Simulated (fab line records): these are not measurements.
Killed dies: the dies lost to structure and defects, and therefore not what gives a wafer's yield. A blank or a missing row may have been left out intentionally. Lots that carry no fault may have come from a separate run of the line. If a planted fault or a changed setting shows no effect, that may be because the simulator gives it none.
fab line records	flow nand_harc
[record] lots = 12	wafers = 36	last_day = 25
route steps=1159 shown A_STAIRCASE@613 END@1159
lots with no fault: from the same line, run without faults
start_h: the number of hours between the record's first day and the start of the first shown wafer of the lot	wait_h: hours elapsed since this lot's preceding step	" the same as in the row above	L1.1+2: a row that stands for several wafers	- value missing, or start not given	* or withheld: withheld	< > ~ a bound
route shown NAME@n: names a module that has steps shown in the file, with the first one's number in the route	usual: mean/standard deviation taken from wafers without a fault	same: alike in all rows	chamber/n: place in a boat	sites: the reading at each site	_std_site: how widely they spread, as a standard deviation	_edge_site: the outer-site mean with the inner-site mean subtracted	radius_mm: how far each site lies from the wafer's centre	mask NAME#n: copy n	behind: the most recent tool/chamber to have shaped the wafer	hold: what put the lot on hold/how long, in hours/how the hold closed	device: whichever transistor did not switch (one of n, p or np)	end of line: tests of these same wafers at the route's end	a step without rows: its recipe alone	killed: the dies lost at the first sort to structure and to defects; this is not the yield of the wafer	map: per-die view of a wafer (x killed, . not killed, _ where there is no die)
set.NAME: the setting as run; set.NAME@STEP: as run at that earlier step	model.NAME: the simulator's own value behind a step, which no gauge read
a sample of lots followed through the steps of the route, with each step as a table and each wafer as a row
services: a tool's chamber out of use, with start hour (start_h, from the record's first day; less than 0 if before it), hours out, and reason
[[steps]]
[step NHARC_A_STAIRCASE_DESCUM_219]
[recipe] time_s = 3	o2_flow_sccm = 200	ar_flow_sccm = 0	bias_power_w = 0	chemistry = O2
[usual] drypump_motor_current_A = 6.1/0.37	oes_product_au = 0.999/0.011	rf_vpp_V = 57.8/1	showerhead_plenum_p_Torr = 1.92/0.085	throttle_valve_pct = 11.313/0.0095
lot.wafer	tool	chamber	start_h	wait_h	drypump_motor_current_A	oes_product_au	rf_hours_counter_h	rf_vpp_V	showerhead_plenum_p_Torr	throttle_valve_pct
L127.1	rie_diel-06	2	239.86	-	6.4	1.000	65	58.1	1.95	11.326
L127.3	"	3	"	"	5.7	1.010	66	57.4	1.96	11.306
L127.6	"	0	"	"	6.3	1.007	-	56.3	1.82	11.316
L126.4	rie_diel-02	0	242.10	-	5.7	0.986	33	55.5	1.77	11.299
L126.1	"	1	"	"	6.7	1.000	30	58.4	2.00	11.308
L126.5	"	2	"	"	6.3	0.988	-	57.6	1.96	11.312
L129.2	rie_diel-02	2	263.03	-	6.3	0.980	43	58.4	1.96	11.324
L129.4	"	3	"	"	5.8	0.987	44	56.7	1.77	11.313
L129.5	"	0	"	"	5.6	0.985	-	56.3	1.76	11.322
L131.3	rie_diel-07	2	272.60	-	6.0	1.013	13	59.9	2.05	11.292
L131.2	"	3	"	"	5.5	0.990	13	59.1	2.00	11.308
L131.6	"	2	"	"	6.0	1.003	-	58.8	2.05	11.307
L133.4	rie_diel-02	2	285.58	-	6.3	0.990	51	57.8	1.96	11.312
L133.1	"	1	"	"	6.7	0.989	47	58.3	2.00	11.307
L133.6	"	3	"	"	5.8	0.991	-	56.1	1.77	11.307
L136.2	rie_diel-06	3	303.75	-	5.7	0.997	21	57.8	1.95	11.297
L136.1	"	0	"	"	6.3	1.012	22	57.4	1.82	11.319
L136.6	"	1	"	"	6.2	1.013	-	57.8	1.90	11.318
L138.4	rie_diel-07	2	329.50	-	6.0	0.997	31	57.3	2.04	11.302
L138.1	"	0	"	"	6.3	1.003	33	57.4	2.00	11.311
L138.6	"	1	"	"	5.4	1.009	-	56.9	1.89	11.307
L143.4	rie_diel-06	3	350.91	-	5.7	1.001	38	57.5	1.95	11.316
L143.1	"	0	"	"	6.3	1.009	37	57.0	1.81	11.310
L143.3	"	1	"	"	6.3	0.999	35	58.2	1.90	11.310
L144.3	rie_diel-02	1	354.96	-	6.7	1.011	7	58.4	1.99	11.324
L144.1	"	2	"	"	6.3	0.997	7	56.5	1.95	11.316
L144.6	"	3	"	"	5.8	1.009	-	59.5	2.07	11.309
L146.1	rie_diel-06	3	368.68	-	5.7	0.999	43	56.5	1.94	11.310
L146.3	"	1	"	"	6.2	1.015	43	56.7	1.89	11.316
L146.5	"	3	"	"	5.7	1.007	-	58.4	1.95	11.315
L148.1	rie_diel-06	0	374.66	-	6.3	0.995	46	58.0	1.81	11.313
L148.6	"	1	"	"	6.2	1.003	-	56.0	1.89	11.318
L148.5	"	2	"	"	6.4	0.985	-	57.7	1.94	11.319
L149.2	rie_diel-06	1	396.70	-	6.2	1.015	53	57.6	1.89	11.293
L149.3	"	2	"	"	6.4	0.990	48	58.2	1.94	11.312
L149.5	"	1	"	"	6.2	1.022	-	58.2	1.89	11.314
[step NHARC_A_STAIRCASE_ETCH_221]
[recipe] target_depth_a = 1000	time_s = 40.5	ion_energy_ev = 400	c4f8_flow_sccm = 20	o2_flow_sccm = 10	ar_flow_sccm = withheld	rf_w = 600	bias_w = 1000	chemistry = C4F8/O2
[usual] oes_product_au = 0.938/0.018	rf_vpp_V = 897/5.2	run_length_s = 61.9/0.37
lot.wafer	tool	chamber	start_h	wait_h	oes_product_au	rf_hours_counter_h	rf_vpp_V	run_length_s
L127.3	rie_diel-06	1	-	-	0.941	61	896	62.3
L127.1	"	3	"	"	0.950	66	899	62.0
L127.6	"	2	"	"	0.967	-	899	61.8
L126.4	rie_diel-02	3	-	-	0.937	34	889	62.1
L126.1	"	1	"	"	0.923	30	902	61.7
L126.5	"	2	"	"	0.923	-	899	61.9
L129.4	rie_diel-02	1	-	-	0.925	39	901	61.8
L129.2	"	0	"	"	0.901	44	888	61.9
L129.5	"	2	"	"	0.900	-	900	62.1
L131.2	rie_diel-07	2	-	-	0.958	13	904	61.7
L131.3	"	3	"	"	0.951	13	901	61.7
L131.6	"	3	"	"	0.947	-	901	61.4
L133.1	rie_diel-02	3	-	-	0.913	53	886	62.1
L133.4	"	0	"	"	0.909	53	887	62.0
L133.6	"	3	"	"	0.915	-	888	62.3
L136.2	rie_diel-06	1	-	-	0.954	21	896	62.4
L136.1	"	0	"	"	0.974	22	891	61.9
L136.6	"	2	"	"	0.943	-	898	61.2
L138.1	rie_diel-07	0	-	-	0.947	33	900	62.4
L138.4	"	2	"	"	0.931	31	905	62.0
L138.6	"	0	"	"	0.942	-	902	62.6
L143.3	rie_diel-06	1	-	-	0.942	35	895	62.0
L143.4	"	2	"	"	0.916	31	899	61.5
L143.1	"	0	"	"	0.934	37	890	61.9
L144.3	rie_diel-02	2	-	-	0.933	7	899	62.4
L144.1	"	1	"	"	0.941	7	901	61.9
L144.6	"	1	"	"	0.942	-	900	62.1
L146.3	rie_diel-06	0	-	-	0.972	44	889	62.1
L146.1	"	1	"	"	0.970	43	895	62.1
L146.5	"	2	"	"	0.943	-	898	61.4
L148.1	rie_diel-06	0	-	-	0.954	46	888	62.2
L148.6	"	0	"	"	0.961	-	890	61.8
L148.5	"	1	"	"	0.941	-	895	62.1
L149.2	rie_diel-06	1	-	-	0.941	53	893	62.6
L149.3	"	2	"	"	0.919	48	899	61.7
L149.5	"	1	"	"	0.925	-	896	61.9
[step NHARC_A_STAIRCASE_TRIM_222]
[recipe] time_s = 211.2	o2_flow_sccm = 500	ar_flow_sccm = 0	bias_w = 0	chemistry = O2
[usual] drypump_motor_current_A = 6.1/0.37	oes_product_au = 0.999/0.011	rf_vpp_V = 57.8/0.81	showerhead_plenum_p_Torr = 3.54/0.14	throttle_valve_pct = 17.036/0.009
lot.wafer	tool	chamber	start_h	wait_h	drypump_motor_current_A	oes_product_au	rf_hours_counter_h	rf_vpp_V	showerhead_plenum_p_Torr	throttle_valve_pct
L127.3	rie_diel-06	0	-	-	6.3	1.011	61	57.4	3.37	17.026
L127.1	"	3	"	"	5.7	1.012	66	57.0	3.61	17.032
L127.6	"	0	"	"	6.3	1.005	-	58.3	3.37	17.035
L126.4	rie_diel-02	3	-	-	5.8	1.001	34	57.4	3.29	17.022
L126.1	"	0	"	"	5.7	0.986	34	57.3	3.28	17.050
L126.5	"	0	"	"	5.7	0.989	-	57.0	3.28	17.028
L129.2	rie_diel-02	2	-	-	6.3	0.975	43	58.8	3.61	17.028
L129.4	"	1	"	"	6.7	0.995	39	57.9	3.68	17.052
L129.5	"	3	"	"	5.9	1.000	-	56.8	3.28	17.040
L131.3	rie_diel-07	3	-	-	5.5	0.989	13	57.3	3.68	17.028
L131.2	"	0	"	"	6.3	1.010	13	57.8	3.69	17.032
L131.6	"	3	"	"	5.5	0.992	-	57.9	3.69	17.037
L133.4	rie_diel-02	2	-	-	6.3	0.982	51	58.9	3.60	17.033
L133.1	"	0	"	"	5.7	0.989	53	56.4	3.27	17.048
L133.6	"	2	"	"	6.3	1.004	-	57.9	3.60	17.032
L136.1	rie_diel-06	2	-	-	6.4	0.990	17	58.2	3.59	17.041
L136.2	"	0	"	"	6.4	1.010	22	57.9	3.36	17.027
L136.6	"	2	"	"	6.4	0.997	-	56.8	3.59	17.025
L138.1	rie_diel-07	0	-	-	6.3	1.009	34	56.5	3.67	17.038
L138.4	"	1	"	"	5.4	1.007	27	57.2	3.49	17.033
L138.6	"	3	"	"	5.5	0.990	-	57.7	3.67	17.030
L143.1	rie_diel-06	0	-	-	6.3	1.007	37	56.7	3.35	17.044
L143.4	"	2	"	"	6.5	0.990	31	57.2	3.58	17.045
L143.3	"	3	"	"	5.7	1.001	38	58.3	3.59	17.044
L144.1	rie_diel-02	3	-	-	5.9	0.999	7	57.8	3.80	17.046
L144.3	"	1	"	"	6.7	1.005	7	56.8	3.66	17.031
L144.6	"	2	"	"	6.3	0.994	-	57.9	3.59	17.027
L146.1	rie_diel-06	3	-	-	5.7	1.000	43	57.5	3.58	17.026
L146.3	"	0	"	"	6.3	1.011	44	56.7	3.35	17.036
L146.5	"	0	"	"	6.4	1.006	-	56.6	3.35	17.025
L148.1	rie_diel-06	0	-	-	6.3	1.003	46	56.1	3.35	17.033
L148.5	"	2	"	"	6.5	0.987	-	58.1	3.58	17.025
L148.6	"	3	"	"	5.7	1.002	-	57.2	3.58	17.043
L149.2	rie_diel-06	1	-	-	6.3	1.012	53	57.6	3.49	17.030
L149.3	"	2	"	"	6.5	0.974	48	57.7	3.57	17.030
L149.5	"	1	"	"	6.3	1.002	-	57.5	3.49	17.034
[step NHARC_A_STAIRCASE_ETCH_232]
[recipe] target_depth_a = 1000	time_s = 40.5	ion_energy_ev = 400	c4f8_flow_sccm = 20	o2_flow_sccm = 10	ar_flow_sccm = withheld	rf_w = 600	bias_w = 1000	chemistry = C4F8/O2
[usual] oes_product_au = 0.944/0.013	rf_vpp_V = 897/5.2	run_length_s = 61.9/0.38
lot.wafer	tool	chamber	start_h	wait_h	oes_product_au	rf_hours_counter_h	rf_vpp_V	run_length_s
L127.1	rie_diel-02	2	241.41	-	0.945	34	900	62.4
L127.3	"	1	"	"	0.964	30	901	61.7
L127.6	"	2	"	"	0.942	-	898	62.0
L126.1	rie_diel-07	3	243.81	-	0.923	2	901	61.6
L126.4	"	0	"	"	0.948	2	901	62.3
L126.5	"	2	"	"	0.944	-	905	61.7
L129.4	rie_diel-06	2	264.55	-	0.941	6	900	61.5
L129.2	"	3	"	"	0.953	6	899	62.1
L129.5	"	1	"	"	0.956	-	894	62.4
L131.3	rie_diel-07	0	274.18	-	0.940	14	901	62.4
L131.2	"	2	"	"	0.935	14	904	61.8
L131.6	"	0	"	"	0.941	-	902	62.4
L133.4	rie_diel-02	3	287.64	-	0.924	53	887	62.0
L133.1	"	0	"	"	0.926	53	888	62.2
L133.6	"	2	"	"	0.932	-	899	62.4
L136.2	rie_diel-07	0	305.50	-	0.929	26	902	50.1
L136.1	"	2	"	"	0.931	24	905	62.0
L136.6	"	1	"	"	0.939	-	896	61.5
L138.4	rie_diel-06	1	331.36	-	0.941	29	894	62.3
L138.1	"	3	"	"	0.925	29	897	62.1
L138.6	"	2	"	"	0.927	-	897	61.8
L143.4	rie_diel-06	3	352.45	-	0.946	38	899	62.0
L143.3	"	0	"	"	0.937	38	890	62.4
L143.1	"	1	"	"	0.961	36	896	62.1
L144.1	rie_diel-02	1	356.89	-	0.959	8	901	62.3
L144.3	"	2	"	"	0.934	8	898	62.8
L144.6	"	1	"	"	0.943	-	900	62.0
L146.1	rie_diel-06	0	370.20	-	0.943	45	890	62.4
L146.3	"	2	"	"	0.939	38	898	61.5
L146.5	"	1	"	"	0.947	-	896	62.0
L148.1	rie_diel-06	2	376.19	-	0.938	40	897	61.6
L148.6	"	3	"	"	0.954	-	899	62.1
L148.5	"	0	"	"	0.954	-	888	62.2
L149.3	rie_diel-06	2	398.96	-	0.940	49	898	61.4
L149.2	"	0	"	"	0.949	57	889	61.9
L149.5	"	1	"	"	0.958	-	895	62.2
[step NHARC_END_SORT_01]
[recipe] temp_c = 25
[usual] killed_at_array = 26/9	killed_at_other = 0.8/1.2	killed_at_periphery = 3.2/2.3	killed_dies = 30/9.1	killed_open = 3.5/2	killed_short = 1.8/1.4
[same] gross_dies = 677
lot.wafer	tool	chamber	start_h	wait_h	hold	killed_at_array	killed_at_other	killed_at_periphery	killed_dies	killed_open	killed_short
L126.1	prober-01	0	444.51	2.4	-	26	0	6	32	7	4
L126.4	prober-01	0	446.94	3.4	-	23	2	4	29	11	2
L126.5	prober-01	0	447.75	3.7	-	25	3	3	31	7	2
L127.1	prober-02	0	444.58	2.5	-	28	2	5	35	5	2
L127.3	prober-02	0	446.18	3.1	-	27	1	4	32	1	2
L127.6	prober-02	0	448.59	4.0	-	25	0	6	31	1	2
L129.2	prober-01	0	455.42	2.8	-	25	1	3	29	3	2
L129.4	prober-01	0	457.03	3.4	-	20	0	3	23	6	3
L129.5	prober-01	0	457.84	3.7	-	17	0	2	19	1	1
L131.2	prober-01	0	471.37	2.8	-	18	3	1	22	1	1
L131.3	prober-01	0	472.17	3.1	-	18	4	4	26	4	3
L131.6	prober-01	0	474.57	4.0	-	17	5	1	23	2	1
L133.1	prober-01	0	481.35	2.5	-	27	2	7	36	5	4
L133.4	prober-01	0	483.75	3.4	-	34	5	5	44	2	3
L133.6	prober-01	0	485.35	4.0	-	19	2	3	24	3	0
L136.1	prober-01	0	491.29	2.5	await_dispo/1.6h/release	24	1	2	27	1	2
L136.2	prober-01	0	492.09	2.8	await_dispo/1.6h/release	667	4	6	677	6	2
L136.6	prober-01	0	495.32	4.0	await_dispo/1.6h/release	22	1	2	25	3	2
L138.1	prober-02	0	514.07	2.5	-	22	1	4	27	3	4
L138.4	prober-02	0	516.50	3.4	-	21	0	2	23	2	0
L138.6	prober-02	0	518.12	4.0	-	20	0	3	23	3	2
L143.1	prober-01	0	542.76	2.5	-	28	0	3	31	4	1
L143.3	prober-01	0	544.36	3.1	-	35	0	1	36	2	1
L143.4	prober-01	0	545.16	3.4	-	35	1	5	41	5	0
L144.1	prober-02	0	550.53	2.5	-	31	0	16	47	5	1
L144.3	prober-02	0	552.14	3.1	-	29	0	6	35	4	2
L144.6	prober-02	0	554.55	4.0	-	28	0	5	33	6	0
L146.1	prober-01	0	564.24	2.5	-	17	0	3	20	1	0
L146.3	prober-01	0	565.86	3.1	-	18	0	2	20	2	2
L146.5	prober-01	0	567.48	3.7	-	18	0	4	22	4	4
L148.1	prober-02	0	564.29	2.5	-	21	0	5	26	3	1
L148.5	prober-02	0	567.44	3.7	-	22	0	5	27	2	6
L148.6	prober-02	0	568.23	3.9	-	25	0	5	30	7	3
L149.2	prober-02	0	601.29	2.8	-	42	1	3	46	3	3
L149.3	prober-02	0	602.08	3.1	-	36	2	9	47	6	2
L149.5	prober-02	0	603.68	3.7	-	35	1	2	38	5	1
// killed by level:class
L126.1 P_GATE:chamber_film_flake=3 A_SGD_CUT:chamber_film_flake=3 A_SLIT:chamber_film_flake=3 A_SLIT:unspecified=3 A_CHANNEL_HOLE_D1:geometric_particle:open=2 A_CHANNEL_HOLE_D1:chamber_film_flake=2 A_STAIRCASE:chamber_film_flake=2 P_CONTACT:geometric_particle:open=1
L127.1 A_CHANNEL_HOLE_D1:chamber_film_flake=9 A_STAIRCASE:chamber_film_flake=6 A_SLIT:chamber_film_flake=4 P_STI:chamber_film_flake=3 A_CONTACT:chamber_film_flake=3 THIN_TSV:chamber_film_flake=2 P_GATE:geometric_particle:open=1 A_CHANNEL_HOLE_D1:geometric_particle:short=1
L127.3 A_CHANNEL_HOLE_D1:chamber_film_flake=10 A_STAIRCASE:chamber_film_flake=8 A_SLIT:chamber_film_flake=4 P_STI:chamber_film_flake=2 A_CONTACT:chamber_film_flake=2 P_CONTACT:geometric_particle:open=1 P_CONTACT:geometric_particle:short=1 A_CHANNEL_FILL_D1:geometric_particle:short=1
L126.4 A_CONTACT:geometric_particle:open=3 A_SLIT:unspecified=3 A_CHANNEL_HOLE_D1:geometric_particle:open=2 A_CHANNEL_HOLE_D1:chamber_film_flake=2 A_SLIT:chamber_film_flake=2 P_GATE:geometric_particle:open=1 A_ONON_D1:geometric_particle:open=1 A_ONON_D1:geometric_particle:short=1
L126.5 A_SGD_CUT:chamber_film_flake=5 A_SLIT:chamber_film_flake=5 A_CHANNEL_HOLE_D1:chamber_film_flake=3 A_CHANNEL_HOLE_D1:geometric_particle:open=2 P_GATE:chamber_film_flake=2 THIN_TSV:chamber_film_flake=2 P_GATE:geometric_particle:short=1 A_CHANNEL_HOLE_D1:geometric_particle:short=1
L127.6 A_STAIRCASE:chamber_film_flake=7 A_CHANNEL_HOLE_D1:chamber_film_flake=6 A_SLIT:chamber_film_flake=6 P_STI:chamber_film_flake=4 A_CONTACT:chamber_film_flake=2 P_GATE:geometric_particle:short=1 A_BLC:geometric_particle:open=1 A_M0:geometric_particle:short=1
L129.2 A_CHANNEL_HOLE_D1:chamber_film_flake=13 A_WL_FILL:chamber_film_flake=4 A_STAIRCASE:chamber_film_flake=3 P_M1:geometric_particle:open=1 A_CHANNEL_FILL_D1:geometric_particle:short=1 A_WL_FILL:geometric_particle:short=1 A_CONTACT:geometric_particle:open=1 A_BLC:geometric_particle:open=1
L129.4 A_CHANNEL_HOLE_D1:chamber_film_flake=7 A_CONTACT:geometric_particle:open=4 A_WL_FILL:chamber_film_flake=3 A_STAIRCASE:chamber_film_flake=2 P_CONTACT:geometric_particle:open=1 P_CONTACT:geometric_particle:short=1 P_M0:geometric_particle:short=1 A_WL_FILL:geometric_particle:short=1
L129.5 A_CHANNEL_HOLE_D1:chamber_film_flake=10 A_WL_FILL:geometric_particle:short=1 A_M1:geometric_particle:open=1 P_STI:chamber_film_flake=1 P_GATE:chamber_film_flake=1 A_STAIRCASE:chamber_film_flake=1 A_SGD_CUT:chamber_film_flake=1 A_SLIT:chamber_film_flake=1
L131.2 A_CHANNEL_HOLE_D1:chamber_film_flake=13 THIN_TSV:chamber_film_flake=3 A_CONTACT:chamber_film_flake=2 P_CONTACT:geometric_particle:short=1 A_STAIRCASE:geometric_particle:open=1 A_STAIRCASE:chamber_film_flake=1 A_WL_FILL:chamber_film_flake=1
L131.3 A_CHANNEL_HOLE_D1:chamber_film_flake=8 THIN_TSV:chamber_film_flake=4 A_CHANNEL_FILL_D1:chamber_film_flake=3 A_CONTACT:chamber_film_flake=3 P_STI:geometric_particle:short=1 P_GATE:geometric_particle:short=1 P_CONTACT:geometric_particle:open=1 P_M0:geometric_particle:open=1
L131.6 A_CHANNEL_HOLE_D1:chamber_film_flake=11 THIN_TSV:chamber_film_flake=4 A_CONTACT:chamber_film_flake=3 P_M1:geometric_particle:open=1 A_CHANNEL_FILL_D1:geometric_particle:short=1 STARTING-WAFER:geometric_particle:open=1 A_CHANNEL_FILL_D1:chamber_film_flake=1 A_WL_FILL:chamber_film_flake=1
L133.1 A_CHANNEL_HOLE_D1:chamber_film_flake=16 A_STAIRCASE:chamber_film_flake=4 A_CONTACT:chamber_film_flake=3 P_M0:geometric_particle:open=2 THIN_TSV:chamber_film_flake=2 P_GATE:geometric_particle:short=1 P_GATE:geometric_particle:open=1 P_CONTACT:geometric_particle:short=1
L133.4 A_CHANNEL_HOLE_D1:chamber_film_flake=23 THIN_TSV:chamber_film_flake=5 A_WL_FILL:geometric_particle:short=3 A_STAIRCASE:chamber_film_flake=3 A_CONTACT:chamber_film_flake=3 P_ZERO_WELL:chamber_film_flake=2 A_CHANNEL_FILL_D1:chamber_film_flake=2 P_M0:geometric_particle:open=1
L133.6 A_CHANNEL_HOLE_D1:chamber_film_flake=11 A_STAIRCASE:chamber_film_flake=3 A_CONTACT:chamber_film_flake=3 THIN_TSV:chamber_film_flake=2 P_GATE:geometric_particle:open=1 P_CONTACT:geometric_particle:open=1 A_M0:geometric_particle:open=1 P_ZERO_WELL:chamber_film_flake=1
L136.1 A_SLIT:chamber_film_flake=14 A_STAIRCASE:chamber_film_flake=4 A_CONTACT:chamber_film_flake=2 P_M0:geometric_particle:open=1 P_M1:geometric_particle:short=1 A_ONON_D1:geometric_particle:short=1 A_ZERO_WELL:chamber_film_flake=1 A_CHANNEL_HOLE_D1:chamber_film_flake=1
L136.2 A_STAIRCASE:area_etch=650 A_SLIT:chamber_film_flake=8 THIN_TSV:chamber_film_flake=4 A_CONTACT:chamber_film_flake=3 P_CONTACT:geometric_particle:short=2 P_M0:geometric_particle:open=2 A_STAIRCASE:chamber_film_flake=2 P_CONTACT:geometric_particle:open=1
L136.6 A_SLIT:chamber_film_flake=9 A_STAIRCASE:chamber_film_flake=3 P_CONTACT:geometric_particle:open=2 A_CONTACT:chamber_film_flake=2 A_CHANNEL_HOLE_D1:chamber_film_flake=2 A_WL_FILL:chamber_film_flake=2 A_CONTACT:geometric_particle:open=1 A_CONTACT:geometric_particle:short=1
L138.1 A_SLIT:chamber_film_flake=9 A_CHANNEL_HOLE_D1:chamber_film_flake=4 A_CONTACT:chamber_film_flake=3 A_WL_FILL:geometric_particle:short=2 P_M1:chamber_film_flake=2 P_M0:geometric_particle:short=1 A_CHANNEL_FILL_D1:geometric_particle:short=1 A_WL_FILL:geometric_particle:open=1
L138.4 A_SLIT:chamber_film_flake=13 A_CHANNEL_HOLE_D1:chamber_film_flake=3 A_STAIRCASE:chamber_film_flake=2 P_M1:geometric_particle:open=1 A_CHANNEL_HOLE_D1:geometric_particle:open=1 P_ZERO_WELL:chamber_film_flake=1 A_WL_FILL:chamber_film_flake=1 A_CONTACT:chamber_film_flake=1
L138.6 A_SLIT:chamber_film_flake=8 A_CHANNEL_HOLE_D1:chamber_film_flake=4 A_CONTACT:chamber_film_flake=4 P_CONTACT:geometric_particle:open=1 P_M2:geometric_particle:short=1 A_ONON_D1:geometric_particle:short=1 A_CHANNEL_FILL_D1:geometric_particle:open=1 A_BLC:geometric_particle:open=1
L143.1 A_CHANNEL_HOLE_D1:chamber_film_flake=15 A_STAIRCASE:chamber_film_flake=4 A_CONTACT:chamber_film_flake=3 P_STI:chamber_film_flake=2 A_M0:chamber_film_flake=2 P_CONTACT:geometric_particle:open=1 A_ONON_D1:geometric_particle:open=1 A_CHANNEL_FILL_D1:geometric_particle:short=1
L143.3 A_CHANNEL_HOLE_D1:chamber_film_flake=16 A_CONTACT:chamber_film_flake=10 A_STAIRCASE:chamber_film_flake=3 A_M0:chamber_film_flake=3 A_CONTACT:geometric_particle:open=2 A_ONON_D1:geometric_particle:short=1 P_ZERO_WELL:chamber_film_flake=1
L143.4 A_CHANNEL_HOLE_D1:chamber_film_flake=23 A_CONTACT:chamber_film_flake=4 P_CONTACT:geometric_particle:open=2 P_STI:chamber_film_flake=2 A_STAIRCASE:chamber_film_flake=2 A_M0:chamber_film_flake=2 A_WL_FILL:geometric_particle:open=1 A_CONTACT:geometric_particle:open=1
L144.1 A_CHANNEL_HOLE_D1:chamber_film_flake=22 P_ZERO_WELL:chamber_film_flake=9 A_CONTACT:chamber_film_flake=4 P_CONTACT:geometric_particle:open=3 P_CONTACT:chamber_film_flake=2 A_STAIRCASE:chamber_film_flake=2 P_M0:geometric_particle:short=1 A_ONON_D1:geometric_particle:open=1
L144.3 A_CHANNEL_HOLE_D1:chamber_film_flake=22 A_M1:geometric_particle:open=2 P_ZERO_WELL:chamber_film_flake=2 P_M1:chamber_film_flake=2 P_M2:geometric_particle:open=1 A_CHANNEL_FILL_D1:geometric_particle:open=1 A_CHANNEL_FILL_D1:geometric_particle:short=1 A_M1:geometric_particle:short=1
L144.6 A_CHANNEL_HOLE_D1:chamber_film_flake=14 A_CONTACT:geometric_particle:open=3 A_CONTACT:chamber_film_flake=3 P_ZERO_WELL:chamber_film_flake=2 P_STI:chamber_film_flake=2 A_STAIRCASE:chamber_film_flake=2 A_M0:chamber_film_flake=2 P_CONTACT:geometric_particle:open=1
L146.1 A_CHANNEL_HOLE_D1:chamber_film_flake=8 P_GATE:chamber_film_flake=3 A_STAIRCASE:chamber_film_flake=3 A_CONTACT:chamber_film_flake=2 A_SGD_CUT:geometric_particle:open=1 A_SLIT:chamber_film_flake=1 A_BLC:chamber_film_flake=1 A_BONDPAD:chamber_film_flake=1
L148.1 A_CHANNEL_HOLE_D1:chamber_film_flake=7 A_CONTACT:chamber_film_flake=6 A_STAIRCASE:chamber_film_flake=4 P_STI:chamber_film_flake=2 A_WL_FILL:chamber_film_flake=2 P_CONTACT:geometric_particle:open=1 P_M0:geometric_particle:open=1 A_ONON_D1:geometric_particle:open=1
L146.3 A_CONTACT:chamber_film_flake=5 A_CHANNEL_HOLE_D1:chamber_film_flake=4 A_SLIT:chamber_film_flake=3 A_STAIRCASE:chamber_film_flake=2 P_M1:geometric_particle:open=1 A_CONTACT:geometric_particle:short=1 A_CONTACT:geometric_particle:open=1 A_M1:geometric_particle:short=1
L148.5 A_CHANNEL_HOLE_D1:chamber_film_flake=5 A_STAIRCASE:chamber_film_flake=4 A_CONTACT:chamber_film_flake=4 A_WL_FILL:geometric_particle:short=3 P_STI:chamber_film_flake=3 P_GATE:geometric_particle:open=1 A_CHANNEL_HOLE_D1:geometric_particle:short=1 A_CHANNEL_FILL_D1:geometric_particle:short=1
L146.5 A_CHANNEL_HOLE_D1:chamber_film_flake=5 A_CONTACT:chamber_film_flake=4 P_GATE:chamber_film_flake=2 P_CONTACT:geometric_particle:open=1 A_ONON_D1:geometric_particle:open=1 A_ONON_D1:geometric_particle:short=1 A_CHANNEL_FILL_D1:geometric_particle:short=1 A_WL_FILL:geometric_particle:open=1
L148.6 A_CHANNEL_HOLE_D1:chamber_film_flake=7 A_CONTACT:chamber_film_flake=7 A_STAIRCASE:chamber_film_flake=4 P_M0:geometric_particle:open=2 A_M1:geometric_particle:open=2 P_STI:chamber_film_flake=2 P_CONTACT:geometric_particle:open=1 A_ONON_D1:geometric_particle:short=1
L149.2 A_SLIT:chamber_film_flake=13 A_STAIRCASE:chamber_film_flake=7 A_CONTACT:chamber_film_flake=7 A_CHANNEL_HOLE_D1:chamber_film_flake=4 A_SGD_CUT:chamber_film_flake=4 P_STI:chamber_film_flake=2 A_ONON_D1:geometric_particle:open=1 A_ONON_D1:geometric_particle:short=1
L149.3 A_SLIT:chamber_film_flake=12 P_STI:chamber_film_flake=6 A_CHANNEL_HOLE_D1:chamber_film_flake=5 A_SGD_CUT:chamber_film_flake=5 A_STAIRCASE:chamber_film_flake=4 A_CONTACT:chamber_film_flake=4 A_M0:geometric_particle:open=3 THIN_TSV:chamber_film_flake=2
L149.5 A_SLIT:chamber_film_flake=15 A_CHANNEL_HOLE_D1:chamber_film_flake=5 A_SGD_CUT:chamber_film_flake=5 A_CONTACT:chamber_film_flake=3 A_ONON_D1:geometric_particle:open=2 P_STI:chamber_film_flake=2 A_CHANNEL_FILL_D1:geometric_particle:open=1 A_SGD_CUT:geometric_particle:short=1
[[services]]
tool	chamber	start_h	hours	kind
rie_diel-06	0	220.33	-	clean
rie_diel-06	1	220.33	-	clean
rie_diel-06	2	220.33	-	clean
rie_diel-06	3	220.33	-	clean
rie_diel-07	-	228.23	9.0	pm
rie_diel-06	-	241.20	9.0	pm
rie_diel-06	0	241.20	9.0	vent_cycle
rie_diel-06	1	241.20	9.0	vent_cycle
rie_diel-06	2	241.20	9.0	vent_cycle
rie_diel-06	3	241.20	9.0	vent_cycle
rie_diel-06	0	250.20	-	clean
rie_diel-06	1	250.20	-	clean
rie_diel-06	2	250.20	-	clean
rie_diel-06	3	250.20	-	clean
rie_diel-06	0	274.70	-	clean
rie_diel-06	1	274.70	-	clean
rie_diel-06	2	274.70	-	clean
rie_diel-06	3	274.70	-	clean
rie_diel-07	1	287.55	13.4	repair
rie_diel-06	2	289.33	6.8	repair
rie_diel-02	0	318.79	4.1	repair
rie_diel-02	-	327.76	9.0	pm
rie_diel-06	3	360.12	2.1	repair
rie_diel-07	-	396.21	0.8	repair
[[key]]
[first_sign] step = NHARC_A_STAIRCASE_ETCH_232	reading = run_length_s	direction = down	sigmas = 31	usual = *	struck = *
[effect] step = NHARC_END_SORT_01	reading = killed_at_array	direction = up	sigmas = 71	usual = 26	struck = 667
[more_kills_born_at] NHARC_A_STAIRCASE_ETCH_232@rie_diel-07 = 650
met_at NHARC_A_STAIRCASE_ETCH_232
struck_lots L136
struck_wafers L136.2
later_rows_left_out L136.2
tester_left_out L136
not_acting_at NHARC_A_STAIRCASE_DESCUM_219,NHARC_A_STAIRCASE_ETCH_221,NHARC_A_STAIRCASE_TRIM_222
onset_between 274.18 305.50
[fault] kind = process_parameter_drift	tool = rie_diel-07	chamber = 0	onset_h = 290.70	steps = NHARC_A_STAIRCASE_ETCH_232	channel = time_s	offset = *	shape = step	end_h = 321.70	acts_in = *	stated = *
// tester_left_out: of these lots the tester's yield and bins aren't shown, on N5 and GAA mostly nor the transistor test; their killed dies are dies lost to structure and defects alone, not to doping, threshold or leakage, so they don't give the yield
// later_rows_left_out: the simulator's readings of these wafers behind a module that went badly wrong aren't trusted and aren't shown, but for the sort
